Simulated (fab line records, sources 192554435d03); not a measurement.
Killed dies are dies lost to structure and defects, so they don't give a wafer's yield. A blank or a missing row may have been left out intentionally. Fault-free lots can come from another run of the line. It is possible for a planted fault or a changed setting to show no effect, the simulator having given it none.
Matching of chambers ; flow n5-finfet ; cvd-co-01 running N5_BEOL_M5_CO_CAP_78: 3 sister chambers
The step material Co, precursor CCTBA/H2, target thk 2 nm, time 102.1 s. 24 wafers are shown with their chamber, then 12 later ones without.

== WAFERS PAIRED WITH THEIR CHAMBERS ==
wafer;chamber;heater-power-w (W)
L074.3;1;218
L074.5;2;270
L074.6;1;224
L076.1;1;229
L076.4;2;266
L076.6;0;214
L075.2;2;268
L075.5;1;219
L075.6;2;268
L077.2;0;222
L077.3;2;270
L077.4;1;224
L078.3;0;214
L078.4;1;225
L078.6;0;213
L080.1;2;269
L080.2;0;216
L080.3;1;226
L086.2;0;216
L086.4;0;215
L086.6;0;220
L088.1;0;214
L088.2;0;214
L088.3;0;221

SIGNATURES (averages over the wafers above)
reading;chamber 0;chamber 1;chamber 2;scatter within a chamber
heater-power-w;216.27;223.57;268.50;3.11
Rule: distance of a wafer from a chamber = root of the sum over the readings of ((wafer's reading minus chamber's mean) / reading's scatter) squared. The wafer belongs to the nearest chamber; if the next one is less than 2 further off, it can't be placed. The scatter: take each reading less its chamber's mean, square it, sum over the shown wafers, divide by the number of wafers less the number of chambers, and take the root.

== WAFERS WHOSE CHAMBER IS MISSING ==
wafer;heater-power-w (W)
L087.1;267
L087.2;216
L087.3;222
L092.2;216
L092.4;221
L092.6;258
L094.1;269
L094.2;221
L094.3;227
L095.3;216
L095.5;275
L095.6;220

== WHICH CHAMBER EACH ONE RAN IN ==
wafer;from the rows above;in truth
L087.1;2;2
L087.2;0;0
L087.3;can't be placed: 1 or 0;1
L092.2;0;0
L092.4;can't be placed: 1 or 0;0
L092.6;2;2
L094.1;2;2
L094.2;can't be placed: 1 or 0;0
L094.3;1;1
L095.3;0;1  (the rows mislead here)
L095.5;2;2
L095.6;can't be placed: 1 or 0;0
Correctly placed: 7 of 12. From these rows, 4 cannot be placed; in 4 the true chamber is one of the candidates. Placed wrongly: 1.
